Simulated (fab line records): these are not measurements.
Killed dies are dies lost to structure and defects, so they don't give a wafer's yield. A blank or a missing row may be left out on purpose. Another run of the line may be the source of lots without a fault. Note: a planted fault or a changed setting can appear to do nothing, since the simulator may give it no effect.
Tool commonality check || flow n5_finfet || 25 wafers sampled across 9 lots

== THE REASON FOR OPENING IT ==
Flagged at N5_FIN_SAQP_OCD_MEAS_76: reading trench_depth_nm, on 3 of 9 lots. No-fault wafers: 120.1 nm, standard deviation 1.5.
Rule: a lot gets a flag if all its wafers with a number sit over 4 standard deviations from that mean, or if no wafer of it has a number. The other lots count as sound.

{"lot": "L709", "measured": "day 2 16:08", "on": "ocd-01", "trench_depth_nm (nm), wafer by wafer": "121.0 117.5 119.5", "flag": ""}
{"lot": "L715", "measured": "day 4 02:26", "on": "ocd-01", "trench_depth_nm (nm), wafer by wafer": "121.8 120.3", "flag": ""}
{"lot": "L722", "measured": "day 5 22:10", "on": "ocd-02", "trench_depth_nm (nm), wafer by wafer": "0.5 0 0", "flag": "FLAGGED"}
{"lot": "L723", "measured": "day 6 03:13", "on": "ocd-01", "trench_depth_nm (nm), wafer by wafer": "0.1 0 0", "flag": "FLAGGED"}
{"lot": "L724", "measured": "day 6 09:29", "on": "ocd-02", "trench_depth_nm (nm), wafer by wafer": "0.4 0.1 0.3", "flag": "FLAGGED"}
{"lot": "L727", "measured": "day 7 04:04", "on": "ocd-02", "trench_depth_nm (nm), wafer by wafer": "120.3 117.8", "flag": ""}
{"lot": "L728", "measured": "day 7 12:23", "on": "ocd-01", "trench_depth_nm (nm), wafer by wafer": "120.4 118.3 119.9", "flag": ""}
{"lot": "L729", "measured": "day 7 17:14", "on": "ocd-01", "trench_depth_nm (nm), wafer by wafer": "121.2 120.0 121.1", "flag": ""}
{"lot": "L730", "measured": "day 7 20:44", "on": "ocd-02", "trench_depth_nm (nm), wafer by wafer": "121.2 119.7 119.2", "flag": ""}
Average over the flagged lots: 0.2 nm; offset from the usual -119.9 nm, equal to -80 standard deviations.

== WHICH TOOL RAN EACH LOT ==
Before the reading, the record contains 4 process steps out of a 1938-step route. In each cell: the tool, then ch and the chambers that the sampled wafers went through, then the start.
{"lot": "L709", "flag": "", "N5_FIN_SAQP_ETCH_69": "rie_diel-01 ch 0,2, day 2 14:23", "N5_FIN_SAQP_SPACER2_ETCHBACK_29": "rie_diel-06 ch 0,2, day 2 15:20", "N5_FIN_SAQP_MANDREL2_REMOVE_60": "rie_si-04 ch 0,1,2, day 2 15:25", "N5_FIN_SAQP_FIN_ETCH_36": "rie_si-05 ch 0,1,2, day 2 15:55"}
{"lot": "L715", "flag": "", "N5_FIN_SAQP_ETCH_69": "rie_diel-06 ch 0,1, day 4 00:54", "N5_FIN_SAQP_SPACER2_ETCHBACK_29": "rie_diel-06 ch 0,1, day 4 01:41", "N5_FIN_SAQP_MANDREL2_REMOVE_60": "rie_si-03 ch 2, day 4 01:46", "N5_FIN_SAQP_FIN_ETCH_36": "rie_si-05 ch 1, day 4 02:13"}
{"lot": "L722", "flag": "FLAGGED", "N5_FIN_SAQP_ETCH_69": "rie_diel-06 ch 0,2, day 5 20:46", "N5_FIN_SAQP_SPACER2_ETCHBACK_29": "rie_diel-06 ch 1,2, day 5 21:25", "N5_FIN_SAQP_MANDREL2_REMOVE_60": "rie_si-04 ch 0,1,3, day 5 21:31", "N5_FIN_SAQP_FIN_ETCH_36": "rie_si-03 ch 1,2,3, day 5 21:57"}
{"lot": "L723", "flag": "FLAGGED", "N5_FIN_SAQP_ETCH_69": "rie_diel-01 ch 0,2,3, day 6 01:48", "N5_FIN_SAQP_SPACER2_ETCHBACK_29": "rie_diel-03 ch 1,3, day 6 02:26", "N5_FIN_SAQP_MANDREL2_REMOVE_60": "rie_si-03 ch 0,3, day 6 02:31", "N5_FIN_SAQP_FIN_ETCH_36": "rie_si-05 ch 1,3, day 6 02:59"}
{"lot": "L724", "flag": "FLAGGED", "N5_FIN_SAQP_ETCH_69": "rie_diel-06 ch 0,1, day 6 07:56", "N5_FIN_SAQP_SPACER2_ETCHBACK_29": "rie_diel-06 ch 1,3, day 6 08:34", "N5_FIN_SAQP_MANDREL2_REMOVE_60": "rie_si-03 ch 1,2, day 6 08:39", "N5_FIN_SAQP_FIN_ETCH_36": "rie_si-05 ch 0,1,3, day 6 09:16"}
{"lot": "L727", "flag": "", "N5_FIN_SAQP_ETCH_69": "rie_diel-01 ch 3, day 7 02:29", "N5_FIN_SAQP_SPACER2_ETCHBACK_29": "rie_diel-01 ch 1,3, day 7 03:19", "N5_FIN_SAQP_MANDREL2_REMOVE_60": "rie_si-03 ch 0,1, day 7 03:24", "N5_FIN_SAQP_FIN_ETCH_36": "rie_si-05 ch 1,2, day 7 03:51"}
{"lot": "L728", "flag": "", "N5_FIN_SAQP_ETCH_69": "rie_diel-01 ch 0,1,3, day 7 08:10", "N5_FIN_SAQP_SPACER2_ETCHBACK_29": "rie_diel-06 ch 0,2,3, day 7 11:39", "N5_FIN_SAQP_MANDREL2_REMOVE_60": "rie_si-03 ch 2,3, day 7 11:42", "N5_FIN_SAQP_FIN_ETCH_36": "rie_si-05 ch 0,1,2, day 7 12:09"}
{"lot": "L729", "flag": "", "N5_FIN_SAQP_ETCH_69": "rie_diel-01 ch 0,2, day 7 15:47", "N5_FIN_SAQP_SPACER2_ETCHBACK_29": "rie_diel-06 ch 0,2,3, day 7 16:27", "N5_FIN_SAQP_MANDREL2_REMOVE_60": "rie_si-04 ch 1,2, day 7 16:32", "N5_FIN_SAQP_FIN_ETCH_36": "rie_si-05 ch 1,3, day 7 17:01"}
{"lot": "L730", "flag": "", "N5_FIN_SAQP_ETCH_69": "rie_diel-01 ch 0,2,3, day 7 19:20", "N5_FIN_SAQP_SPACER2_ETCHBACK_29": "rie_diel-03 ch 0,1, day 7 19:59", "N5_FIN_SAQP_MANDREL2_REMOVE_60": "rie_si-03 ch 0,1,3, day 7 20:04", "N5_FIN_SAQP_FIN_ETCH_36": "rie_si-05 ch 1,2, day 7 20:31"}
What is done by these steps:
- N5_FIN_SAQP_ETCH_69: etches SOC in N2/H2, stops on SiNx, target depth 150 nm.
- N5_FIN_SAQP_SPACER2_ETCHBACK_29: etches SiO2 in CHF3/O2, target depth 12.2 nm, time 6.1 s.
- N5_FIN_SAQP_MANDREL2_REMOVE_60: chemistry HBr/Cl2/O2, target a-Si, stops on SiNx, bt time 10 s.
- N5_FIN_SAQP_FIN_ETCH_36: etches the open film in HBr/Cl2/O2, target depth 120 nm, time 50.4 s.
- N5_FIN_SAQP_OCD_MEAS_76

== FLAGGED OVER TOTAL, TOOL BY TOOL (the gauges that took the reading come last) ==
{"step": "N5_FIN_SAQP_ETCH_69", "tool": "rie_diel-01", "lots run": 6, "flagged": 1, "share of the flagged lots": "some", "sound lots run after its first flagged lot": "4 (L727,L728,L729,L730)"}
{"step": "N5_FIN_SAQP_ETCH_69", "tool": "rie_diel-06", "lots run": 3, "flagged": 2, "share of the flagged lots": "some", "sound lots run after its first flagged lot": 0}
{"step": "N5_FIN_SAQP_SPACER2_ETCHBACK_29", "tool": "rie_diel-01", "lots run": 1, "flagged": 0, "share of the flagged lots": "none", "sound lots run after its first flagged lot": "-"}
{"step": "N5_FIN_SAQP_SPACER2_ETCHBACK_29", "tool": "rie_diel-03", "lots run": 2, "flagged": 1, "share of the flagged lots": "some", "sound lots run after its first flagged lot": "1 (L730)"}
{"step": "N5_FIN_SAQP_SPACER2_ETCHBACK_29", "tool": "rie_diel-06", "lots run": 6, "flagged": 2, "share of the flagged lots": "some", "sound lots run after its first flagged lot": "2 (L728,L729)"}
{"step": "N5_FIN_SAQP_MANDREL2_REMOVE_60", "tool": "rie_si-03", "lots run": 6, "flagged": 2, "share of the flagged lots": "some", "sound lots run after its first flagged lot": "3 (L727,L728,L730)"}
{"step": "N5_FIN_SAQP_MANDREL2_REMOVE_60", "tool": "rie_si-04", "lots run": 3, "flagged": 1, "share of the flagged lots": "some", "sound lots run after its first flagged lot": "1 (L729)"}
{"step": "N5_FIN_SAQP_FIN_ETCH_36", "tool": "rie_si-03", "lots run": 1, "flagged": 1, "share of the flagged lots": "some", "sound lots run after its first flagged lot": 0}
{"step": "N5_FIN_SAQP_FIN_ETCH_36", "tool": "rie_si-05", "lots run": 8, "flagged": 2, "share of the flagged lots": "some", "sound lots run after its first flagged lot": "4 (L727,L728,L729,L730)"}
{"step": "N5_FIN_SAQP_OCD_MEAS_76", "tool": "ocd-01", "lots run": 5, "flagged": 1, "share of the flagged lots": "some", "sound lots run after its first flagged lot": "2 (L728,L729)"}
{"step": "N5_FIN_SAQP_OCD_MEAS_76", "tool": "ocd-02", "lots run": 4, "flagged": 2, "share of the flagged lots": "some", "sound lots run after its first flagged lot": "2 (L727,L730)"}

== WHAT IS ALLOWED BY THE TABLE ==
No row of the table ran every flagged lot.

== WHAT THE SIMULATOR HAD PUT IN ==
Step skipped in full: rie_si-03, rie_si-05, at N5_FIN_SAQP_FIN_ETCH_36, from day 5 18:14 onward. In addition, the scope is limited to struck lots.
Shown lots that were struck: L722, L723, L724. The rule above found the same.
